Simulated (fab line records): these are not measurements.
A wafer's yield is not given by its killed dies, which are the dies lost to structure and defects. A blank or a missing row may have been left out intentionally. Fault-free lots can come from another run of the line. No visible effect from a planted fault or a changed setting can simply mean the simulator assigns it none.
Chamber matching	flow n5 finfet	4 sister chambers for N5_BEOL_M0_SAQP_ETCH_49 on rie diel-06
The step etches SiO2 in CF4/O2, target depth 37 nm. 4 wafers are shown with their chamber, then 12 later ones without.

WAFERS, EACH WITH ITS CHAMBER
wafer	chamber	showerhead plenum p Torr (Torr)
L083.5	1	2.17
L087.5	3	2.24
L091.1	2	2.28
L091.6	0	2.17

WAFERS WITHOUT THEIR CHAMBER
wafer	showerhead plenum p Torr (Torr)
L092.2	2.16
L092.4	2.16
L092.6	2.23
L094.1	2.28
L094.2	2.23
L094.6	2.16
L096.1	2.23
L096.2	2.16
L096.3	2.28
L097.2	2.16
L097.4	2.16
L097.6	2.28

WHICH CHAMBER EACH ONE RAN IN
wafer	from the rows above	in truth
L092.2	can't be placed: 0 or 1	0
L092.4	can't be placed: 0 or 1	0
L092.6	3	3
L094.1	2	2
L094.2	3	3
L094.6	can't be placed: 0 or 1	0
L096.1	3	3
L096.2	can't be placed: 0 or 1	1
L096.3	2	2
L097.2	can't be placed: 0 or 1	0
L097.4	can't be placed: 0 or 1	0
L097.6	2	2
Correct placement for 6 of the 12. Unplaceable from these rows: 6, with the true chamber sitting among the candidates in 6. Number placed wrongly: 0.
How it was worked out, from the rows above alone: a wafer's distance from a chamber is the root of the sum, over the readings, of the square of ((its reading less the chamber's mean) divided by the reading's scatter). The wafer belongs to the nearest chamber; if the next one is less than 2 further off, it can't be placed. For every chamber, the mean is computed from those of its wafers that are shown. The scatter: root of mean squared gap, hidden wafer to nearest shown wafer, with one shown wafer a chamber.
